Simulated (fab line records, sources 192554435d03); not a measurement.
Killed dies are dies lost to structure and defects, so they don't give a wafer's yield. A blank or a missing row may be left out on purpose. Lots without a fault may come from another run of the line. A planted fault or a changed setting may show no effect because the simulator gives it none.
Chamber matching | flow n5_finfet | N5_BEOL_M3_ETCHBACK_99 on rie_diel-01: 4 sister chambers
The step etches SiO2 in CHF3, target depth 5 nm, time 10.4 s. 8 wafers are shown with their chamber, then 10 later ones without.

WAFERS WITH THEIR CHAMBER
wafer  | chamber | drypump_motor_current_A (A) | throttle_valve_pct (%)
L081.5 | 1       | 5.2                         | 17.34
L085.6 | 1       | 5.2                         | 17.36
L086.5 | 2       | 6.1                         | 16.56
L090.2 | 0       | 4.8                         | 16.89
L090.3 | 3       | 6.4                         | 17.01
L090.5 | 0       | 4.7                         | 16.90
L089.1 | 2       | 6.1                         | 16.58
L089.4 | 3       | 6.4                         | 17.01

WAFERS WITHOUT THEIR CHAMBER
wafer  | drypump_motor_current_A (A) | throttle_valve_pct (%)
L089.5 | 4.7                         | 16.90
L092.1 | 6.1                         | 16.59
L092.2 | 4.7                         | 16.91
L092.3 | 5.2                         | 17.37
L093.3 | 6.1                         | 16.59
L093.4 | 6.3                         | 17.03
L093.6 | 6.4                         | 17.03
L096.2 | 6.4                         | 17.05
L096.4 | 4.7                         | 16.92
L096.6 | 4.7                         | 16.92

WHICH CHAMBER EACH WENT THROUGH
wafer  | from the rows above | in truth
L089.5 | 0                   | 0
L092.1 | 2                   | 2
L092.2 | 0                   | 0
L092.3 | 1                   | 1
L093.3 | 2                   | 2
L093.4 | 3                   | 3
L093.6 | 3                   | 3
L096.2 | 3                   | 3
L096.4 | 0                   | 0
L096.6 | 0                   | 0
Placed correctly: 10 of 10. Can't be placed from these rows: 0. Placed wrongly: 0.
How it was worked out, from the rows above alone: a wafer's distance from a chamber is the root of the sum, over the readings, of the square of ((its reading less the chamber's mean) divided by the reading's scatter). The wafer belongs to the nearest chamber; if the next one is less than 2 further off, it can't be placed. A chamber's mean is the mean of its shown wafers. The scatter: the root of (the sum of the squares of (reading less its chamber's mean) over the shown wafers, divided by (wafers less chambers)).
